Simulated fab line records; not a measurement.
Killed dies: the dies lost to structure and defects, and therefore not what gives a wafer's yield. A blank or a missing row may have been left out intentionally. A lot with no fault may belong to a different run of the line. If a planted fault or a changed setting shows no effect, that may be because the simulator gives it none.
Code-filled problem report in 8D (eight disciplines) form :: flow nand_harc :: the parts of the form that need people (team, actions taken, sign-off) are left out

== 1. THE PROBLEM ==
thk_nm at NHARC_A_ONON_D1_THK_MEAS_05 reads a mean of 488 nm on 6 wafers of 2 lots; wafers without a fault read 1001 nm with a standard deviation of 10. Measured from the usual mean, that is -51 standard deviations.
The step: measures by ellipsometry.
Seen first at day 8 02:08 on film_metro-02, wafer L411.1. Wafers with a number at this step in the record: 39, from 13 lots. Rule for "out", or "out of limits": more than 4 standard deviations from the usual mean. All remaining wafers that have a number are taken as sound.

== 2. WHAT IT IS AND WHAT IT IS NOT ==
question: which readings at this step
is: thk_nm
is not: -

question: which lots
is: L411, L414
is not: L409, L410, L421, L423, L425, L426, L428, L429, L430, L431, L432

question: which wafers of those lots
is: all that have a number
is not: -

question: read on which gauges
is: film_metro-02
is not: film_metro-01

question: when
is: from day 8 02:08
is not: up to then (6 sound wafers); but 27 sound wafers of L421, L423, L425, L426, L428, L429, L430, L431, L432 came after

== 3. WHAT RULES OUT EACH SUSPECT ==
Counting: a tool stays on the suspect list if, at a process step up to the reading, it processed all lots that are out and no sound lot following the first of them.
- the gauge at NHARC_A_ONON_D1_THK_MEAS_05: ruled out. All the wafers that are out were read on film_metro-02, but those of them that NHARC_END_SORT_01 has rows for are out there too, on other tools.
- pecvd_onon-02 at NHARC_A_ONON_D1_DEP_03 (target thk 1000 nm): ruled out as a lasting fault. Following L411 (day 8 01:37), the first lot on it that is out, the sound lots L426, L429, L432 were run on it.
Left after counting: nothing in the record.

== 4. THE CAUSE (what the simulator had put in) ==
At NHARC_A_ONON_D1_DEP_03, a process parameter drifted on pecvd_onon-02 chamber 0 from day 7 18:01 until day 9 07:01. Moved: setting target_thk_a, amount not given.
Counting ruled it out, wrongly: the rule takes a fault to strike every lot that its tool runs from its start on, and this one did not.

== 5. THE EFFECT CHAIN, in route order ==
Each row: a reading whose mean over the struck wafers that have a number lies more than 3 standard deviations from the usual. Scope: only readings with a usual standard deviation given in the record; hours: median across lots of the time from each lot's start at the first step in this table that gives one to its start at this step; sigmas: change in usual standard deviations.
hours: 0
step: NHARC_A_ONON_D1_THK_MEAS_05
reading: thk_nm
usual: 1001 nm
on struck wafers: 488
change: -512
sigmas: -51

hours: 294
step: NHARC_END_SORT_01
reading: killed_at_array
usual: 27
on struck wafers: 674
change: +647
sigmas: +65

hours: 294
step: NHARC_END_SORT_01
reading: killed_dies
usual: 30
on struck wafers: 677
change: +647
sigmas: +65

== 6. HOW IT WOULD HAVE BEEN CAUGHT EARLIER ==
In this record the first reading out of limits at a measuring or inspecting step was taken at day 8 02:08, 8 hours after the fault began at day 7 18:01.
No tool reading at NHARC_A_ONON_D1_DEP_03 that has a usual standard deviation in the record was out on any struck wafer, so an alarm limit of 4 standard deviations on those readings would not have fired.
